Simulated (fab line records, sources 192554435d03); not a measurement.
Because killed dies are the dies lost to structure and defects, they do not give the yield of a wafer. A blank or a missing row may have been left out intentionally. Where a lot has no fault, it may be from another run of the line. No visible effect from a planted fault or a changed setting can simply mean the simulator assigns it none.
Split-lot experiment :: flow n5_finfet :: route with 1938 steps; 7 lots, 21 wafers read

## THE SPLIT
At N5_FIN_CUT_COAT_19 (time 60 s, resist thk 20 nm), the setting spin_rpm was moved away from the recipe's 1500 rpm on 8 of the 21 wafers read, by -7.1% to +11.1%. The other wafers ran this setting at the recipe's value.

The reading is taken at the split's own step.

## THE READING
SiARC_of_FIN_CUT_COAT_19.thk_nm (the simulator's own value, which no gauge read), in nm, at N5_FIN_CUT_COAT_19 (time 60 s, resist thk 20 nm). The file does not state a usual value for it. Across the 13 wafers here that went through the recipe, the average is 20.0 nm and the standard deviation 0.053 nm.

wafer: L076.2
tool, chamber at the split: litho_track-02, 0
spin_rpm as run, rpm: 1500
against the recipe: recipe
SiARC_of_FIN_CUT_COAT_19.thk_nm, nm: 20
against lot-mates on the recipe: -

wafer: L076.3
tool, chamber at the split: litho_track-02, 0
spin_rpm as run, rpm: 1500
against the recipe: recipe
SiARC_of_FIN_CUT_COAT_19.thk_nm, nm: 20
against lot-mates on the recipe: -

wafer: L076.6
tool, chamber at the split: litho_track-02, 0
spin_rpm as run, rpm: 1500
against the recipe: recipe
SiARC_of_FIN_CUT_COAT_19.thk_nm, nm: 20
against lot-mates on the recipe: -

wafer: L077.2
tool, chamber at the split: litho_track-02, 0
spin_rpm as run, rpm: 1500
against the recipe: recipe
SiARC_of_FIN_CUT_COAT_19.thk_nm, nm: 20
against lot-mates on the recipe: -

wafer: L077.5
tool, chamber at the split: litho_track-02, 0
spin_rpm as run, rpm: 1662
against the recipe: +10.8%
SiARC_of_FIN_CUT_COAT_19.thk_nm, nm: 19
against lot-mates on the recipe: -1.0

wafer: L077.6
tool, chamber at the split: litho_track-02, 0
spin_rpm as run, rpm: 1662
against the recipe: +10.8%
SiARC_of_FIN_CUT_COAT_19.thk_nm, nm: 19
against lot-mates on the recipe: -1.0

wafer: L084.2
tool, chamber at the split: litho_track-03, 0
spin_rpm as run, rpm: 1666
against the recipe: +11.1%
SiARC_of_FIN_CUT_COAT_19.thk_nm, nm: 19
against lot-mates on the recipe: -1.0

wafer: L084.6
tool, chamber at the split: litho_track-03, 0
spin_rpm as run, rpm: 1666
against the recipe: +11.1%
SiARC_of_FIN_CUT_COAT_19.thk_nm, nm: 19
against lot-mates on the recipe: -1.0

wafer: L084.4
tool, chamber at the split: litho_track-03, 0
spin_rpm as run, rpm: 1500
against the recipe: recipe
SiARC_of_FIN_CUT_COAT_19.thk_nm, nm: 20
against lot-mates on the recipe: -

wafer: L086.1
tool, chamber at the split: litho_track-01, 0
spin_rpm as run, rpm: 1439
against the recipe: -4.1%
SiARC_of_FIN_CUT_COAT_19.thk_nm, nm: 20.4
against lot-mates on the recipe: +0.4

wafer: L086.3
tool, chamber at the split: litho_track-01, 0
spin_rpm as run, rpm: 1439
against the recipe: -4.1%
SiARC_of_FIN_CUT_COAT_19.thk_nm, nm: 20.4
against lot-mates on the recipe: +0.4

wafer: L086.5
tool, chamber at the split: litho_track-01, 0
spin_rpm as run, rpm: 1500
against the recipe: recipe
SiARC_of_FIN_CUT_COAT_19.thk_nm, nm: 20
against lot-mates on the recipe: -

wafer: L087.1
tool, chamber at the split: litho_track-03, 0
spin_rpm as run, rpm: 1500
against the recipe: recipe
SiARC_of_FIN_CUT_COAT_19.thk_nm, nm: 20
against lot-mates on the recipe: -

wafer: L087.5
tool, chamber at the split: litho_track-03, 0
spin_rpm as run, rpm: 1500
against the recipe: recipe
SiARC_of_FIN_CUT_COAT_19.thk_nm, nm: 20
against lot-mates on the recipe: -

wafer: L087.2
tool, chamber at the split: litho_track-03, 0
spin_rpm as run, rpm: 1393
against the recipe: -7.1%
SiARC_of_FIN_CUT_COAT_19.thk_nm, nm: 20.8
against lot-mates on the recipe: +0.8

wafer: L094.1
tool, chamber at the split: litho_track-02, 0
spin_rpm as run, rpm: 1500
against the recipe: recipe
SiARC_of_FIN_CUT_COAT_19.thk_nm, nm: 20.2
against lot-mates on the recipe: -

wafer: L094.5
tool, chamber at the split: litho_track-02, 0
spin_rpm as run, rpm: 1409
against the recipe: -6.1%
SiARC_of_FIN_CUT_COAT_19.thk_nm, nm: 20.8
against lot-mates on the recipe: +0.7

wafer: L094.6
tool, chamber at the split: litho_track-02, 0
spin_rpm as run, rpm: 1500
against the recipe: recipe
SiARC_of_FIN_CUT_COAT_19.thk_nm, nm: 20
against lot-mates on the recipe: -

wafer: L096.3
tool, chamber at the split: litho_track-03, 0
spin_rpm as run, rpm: 1500
against the recipe: recipe
SiARC_of_FIN_CUT_COAT_19.thk_nm, nm: 20
against lot-mates on the recipe: -

wafer: L096.4
tool, chamber at the split: litho_track-03, 0
spin_rpm as run, rpm: 1500
against the recipe: recipe
SiARC_of_FIN_CUT_COAT_19.thk_nm, nm: 20
against lot-mates on the recipe: -

wafer: L096.6
tool, chamber at the split: litho_track-03, 0
spin_rpm as run, rpm: 1500
against the recipe: recipe
SiARC_of_FIN_CUT_COAT_19.thk_nm, nm: 20
against lot-mates on the recipe: -

FIT RESULTS
A straight line over all 21 wafers: SiARC_of_FIN_CUT_COAT_19.thk_nm changes by -0.0975 nm for each +1% of spin_rpm; r = -0.99; the points scatter about the line by 0.066 nm.
The same after taking each lot's own level away (the mean of its wafers on the recipe; 21 wafers): -0.0959 nm for each +1%; r = -1.00; scatter 0.05 nm.
On that fit, the largest move of spin_rpm shifts the reading by 1.1 nm.
The lots' own levels span 20.00 to 20.10 nm, that is 1.9 times the standard deviation above.
The two slopes agree, so the slope changes little with the lot-to-lot level.
Check: for one of the wafers moved furthest among these (+11.1%), held out of the fit, the line's prediction against its lot-mates is -1.05 nm. Against them it came out at -1 nm.

## OTHER SPLITS APPLIED TO THESE WAFERS
Before the reading, these wafers also passed through other splits. Each is held against what the fit with the lots' levels taken away leaves over:
other split on the same wafers: N5_ZERO_LAYER_COAT_05 spin_rpm
wafers away from the commonest value: 4
r with SiARC_of_FIN_CUT_COAT_19.thk_nm (lot level and that fit taken away): -0.12

other split on the same wafers: N5_ZERO_LAYER_DEVELOP_10 develop_time_s
wafers away from the commonest value: 10
r with SiARC_of_FIN_CUT_COAT_19.thk_nm (lot level and that fit taken away): -0.34

other split on the same wafers: N5_PMOS_HMC_CHANNEL_EPI_EXPOSE_06 dose_mj
wafers away from the commonest value: 8
r with SiARC_of_FIN_CUT_COAT_19.thk_nm (lot level and that fit taken away): +0.38

other split on the same wafers: N5_PMOS_HMC_CHANNEL_EPI_ETCH_32 bias_w
wafers away from the commonest value: 8
r with SiARC_of_FIN_CUT_COAT_19.thk_nm (lot level and that fit taken away): -0.13

other split on the same wafers: N5_FIN_SAQP_SPACER1_ALD_24 ald_cycles
wafers away from the commonest value: 9
r with SiARC_of_FIN_CUT_COAT_19.thk_nm (lot level and that fit taken away): -0.12

other split on the same wafers: N5_FIN_SAQP_ETCH_65 time_s
wafers away from the commonest value: 8
r with SiARC_of_FIN_CUT_COAT_19.thk_nm (lot level and that fit taken away): +0.31

## FILE'S OWN FIT
SiARC_of_FIN_CUT_COAT_19.thk_nm changes by -0.0974 nm for each +1% of spin_rpm, r = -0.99.
